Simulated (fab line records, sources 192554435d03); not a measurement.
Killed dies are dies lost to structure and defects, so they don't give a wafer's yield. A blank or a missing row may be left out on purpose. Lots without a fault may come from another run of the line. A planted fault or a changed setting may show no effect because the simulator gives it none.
Chamber matching | flow n5_finfet | N5_BEOL_M5_DEP_56 on pecvd-03: 3 sister chambers
The step deposits SiCN from 3MS/NH3, target thk 8 nm, time 14 s. 3 wafers are shown with their chamber, then 7 later ones without.

WAFERS WITH THEIR CHAMBER
wafer  | chamber | throttle_valve_pct (%)
L088.1 | 1       | 9.2
L090.3 | 2       | 7.9
L090.4 | 0       | 9.7

WAFERS WITHOUT THEIR CHAMBER
wafer  | throttle_valve_pct (%)
L090.6 | 9.1
L095.3 | 9.6
L095.4 | 9.6
L095.5 | 8.4
L094.1 | 9.1
L094.3 | 9.6
L094.5 | 9.2

WHICH CHAMBER EACH WENT THROUGH
wafer  | from the rows above     | in truth
L090.6 | 1                       | 1
L095.3 | can't be placed: 0 or 1 | 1
L095.4 | can't be placed: 0 or 1 | 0
L095.5 | can't be placed: 2 or 1 | 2
L094.1 | 1                       | 1
L094.3 | can't be placed: 0 or 1 | 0
L094.5 | 1                       | 1
Placed correctly: 3 of 7. Can't be placed from these rows: 4 (the true chamber is among the candidates in 4). Placed wrongly: 0.
How it was worked out, from the rows above alone: a wafer's distance from a chamber is the root of the sum, over the readings, of the square of ((its reading less the chamber's mean) divided by the reading's scatter). The wafer belongs to the nearest chamber; if the next one is less than 2 further off, it can't be placed. A chamber's mean is the mean of its shown wafers. The scatter: with one shown wafer a chamber, the root of the mean of the squares of how far each hidden wafer lies from its nearest shown one.
